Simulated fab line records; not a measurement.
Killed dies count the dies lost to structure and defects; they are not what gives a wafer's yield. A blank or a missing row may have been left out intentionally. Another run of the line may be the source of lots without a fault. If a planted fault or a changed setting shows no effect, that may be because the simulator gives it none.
Chamber matching ; flow nand_harc ; NHARC_A_STAIRCASE_ETCHBACK_157 on rie_diel-13: 4 sister chambers
The step etches the open film in CH3F/O2, target depth 90 nm, time 167.14 s. 4 wafers are shown with their chamber, then 12 later ones without.

## WAFERS PAIRED WITH THEIR CHAMBERS
wafer;chamber;showerhead_plenum_p_Torr (Torr)
L088.5;3;2.45
L090.1;2;2.34
L090.5;0;2.51
L090.6;1;2.50

## WAFERS WHOSE CHAMBER IS MISSING
wafer;showerhead_plenum_p_Torr (Torr)
L092.4;2.50
L092.5;2.44
L092.6;2.34
L094.1;2.34
L094.2;2.50
L094.4;2.51
L096.2;2.51
L096.4;2.34
L096.5;2.34
L097.2;2.34
L097.4;2.51
L097.5;2.50

## THE CHAMBER EACH PASSED THROUGH
wafer;from the rows above;in truth
L092.4;1;1
L092.5;3;3
L092.6;2;2
L094.1;2;2
L094.2;1;1
L094.4;0;0
L096.2;0;0
L096.4;2;2
L096.5;2;2
L097.2;2;2
L097.4;0;0
L097.5;1;1
Placed correctly: 12 of 12. Left unplaced by these rows: 0. Placed wrongly: 0.
How it was worked out, from the rows above alone: a wafer's distance from a chamber is the root of the sum, over the readings, of the square of ((its reading less the chamber's mean) divided by the reading's scatter). The wafer belongs to the nearest chamber; if the next one is less than 2 further off, it can't be placed. Each chamber's mean is taken over the wafers shown for it. The scatter: with one shown wafer a chamber, the root of the mean of the squares of how far each hidden wafer lies from its nearest shown one.
